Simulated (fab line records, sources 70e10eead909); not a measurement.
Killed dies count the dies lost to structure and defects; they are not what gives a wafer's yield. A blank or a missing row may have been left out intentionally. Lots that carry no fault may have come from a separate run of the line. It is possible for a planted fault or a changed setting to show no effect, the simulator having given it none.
Chamber matching / flow nand-harc / 4 sister chambers for NHARC_P_CONTACT_CMP_01 on cmp-01
The step polishes SiO2, target thk 200 nm. 8 wafers are shown with their chamber, then 12 later ones without.

WAFERS PAIRED WITH THEIR CHAMBERS
wafer=L076.4; chamber=3; motor-current-A (A)=10.7
wafer=L079.2; chamber=2; motor-current-A (A)=13.1
wafer=L082.3; chamber=2; motor-current-A (A)=12.5
wafer=L085.4; chamber=3; motor-current-A (A)=11.0
wafer=L085.5; chamber=0; motor-current-A (A)=12.9
wafer=L089.2; chamber=0; motor-current-A (A)=12.7
wafer=L089.3; chamber=1; motor-current-A (A)=11.9
wafer=L089.5; chamber=1; motor-current-A (A)=11.6

WAFERS MISSING THEIR CHAMBER
wafer=L091.1; motor-current-A (A)=13.1
wafer=L091.2; motor-current-A (A)=11.3
wafer=L091.5; motor-current-A (A)=12.8
wafer=L092.1; motor-current-A (A)=12.5
wafer=L092.5; motor-current-A (A)=12.0
wafer=L092.6; motor-current-A (A)=12.7
wafer=L096.1; motor-current-A (A)=10.6
wafer=L096.2; motor-current-A (A)=10.8
wafer=L096.3; motor-current-A (A)=13.2
wafer=L097.2; motor-current-A (A)=11.7
wafer=L097.3; motor-current-A (A)=11.2
wafer=L097.6; motor-current-A (A)=12.5

EACH ONE'S CHAMBER
wafer=L091.1; from the rows above=can't be placed: 0 or 2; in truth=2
wafer=L091.2; from the rows above=can't be placed: 1 or 3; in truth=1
wafer=L091.5; from the rows above=can't be placed: 0 or 2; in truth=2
wafer=L092.1; from the rows above=can't be placed: 0 or 2 or 1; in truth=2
wafer=L092.5; from the rows above=1; in truth=1
wafer=L092.6; from the rows above=can't be placed: 0 or 2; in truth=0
wafer=L096.1; from the rows above=3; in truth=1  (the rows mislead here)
wafer=L096.2; from the rows above=3; in truth=3
wafer=L096.3; from the rows above=can't be placed: 0 or 2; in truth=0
wafer=L097.2; from the rows above=1; in truth=1
wafer=L097.3; from the rows above=can't be placed: 3 or 1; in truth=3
wafer=L097.6; from the rows above=can't be placed: 0 or 2 or 1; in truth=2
3 of 12 placed correctly. These rows do not allow placing 8 (true chamber among the candidates in 8). Placed wrongly: 1.
How it was worked out, from the rows above alone: a wafer's distance from a chamber is the root of the sum, over the readings, of the square of ((its reading less the chamber's mean) divided by the reading's scatter). If the next closest chamber is less than 2 further off than the closest, the wafer can't be placed; otherwise it belongs to the closest. For every chamber, the mean is computed from those of its wafers that are shown. The scatter: take each reading less its chamber's mean, square it, sum over the shown wafers, divide by the number of wafers less the number of chambers, and take the root.
